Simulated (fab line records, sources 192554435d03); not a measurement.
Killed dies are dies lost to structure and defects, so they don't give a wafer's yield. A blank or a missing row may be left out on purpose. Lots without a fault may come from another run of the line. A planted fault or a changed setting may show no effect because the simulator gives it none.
Chamber matching | flow n5_finfet | N5_BEOL_M15_ILD_DEP_00 on pecvd-03: 3 sister chambers
The step deposits SiO2 from TEOS/O2, target thk 1629.3 nm, time 346.1 s. 6 wafers are shown with their chamber, then 10 later ones without.

WAFERS WITH THEIR CHAMBER
wafer  | chamber | showerhead_vpp_V (V) | throttle_valve_pct (%)
L083.6 | 0       | 2042                 | 17.9
L090.3 | 2       | 1696                 | 17.3
L090.4 | 1       | 1828                 | 18.2
L090.6 | 2       | 1704                 | 17.3
L093.1 | 1       | 1843                 | 18.4
L093.3 | 0       | 2052                 | 17.9

WAFERS WITHOUT THEIR CHAMBER
wafer  | showerhead_vpp_V (V) | throttle_valve_pct (%)
L093.4 | 1712                 | 17.2
L092.1 | 1703                 | 17.4
L092.2 | 1873                 | 17.7
L092.6 | 1708                 | 17.4
L095.2 | 2002                 | 17.9
L095.3 | 1696                 | 17.4
L095.5 | 1878                 | 18.1
L097.2 | 1877                 | 18.2
L097.3 | 2017                 | 18.1
L097.6 | 1858                 | 18.2

WHICH CHAMBER EACH WENT THROUGH
wafer  | from the rows above | in truth
L093.4 | 2                   | 2
L092.1 | 2                   | 2
L092.2 | 1                   | 1
L092.6 | 2                   | 2
L095.2 | 0                   | 0
L095.3 | 2                   | 2
L095.5 | 1                   | 1
L097.2 | 1                   | 1
L097.3 | 0                   | 0
L097.6 | 1                   | 1
Placed correctly: 10 of 10. Can't be placed from these rows: 0. Placed wrongly: 0.
How it was worked out, from the rows above alone: a wafer's distance from a chamber is the root of the sum, over the readings, of the square of ((its reading less the chamber's mean) divided by the reading's scatter). The wafer belongs to the nearest chamber; if the next one is less than 2 further off, it can't be placed. A chamber's mean is the mean of its shown wafers. The scatter: the root of (the sum of the squares of (reading less its chamber's mean) over the shown wafers, divided by (wafers less chambers)).
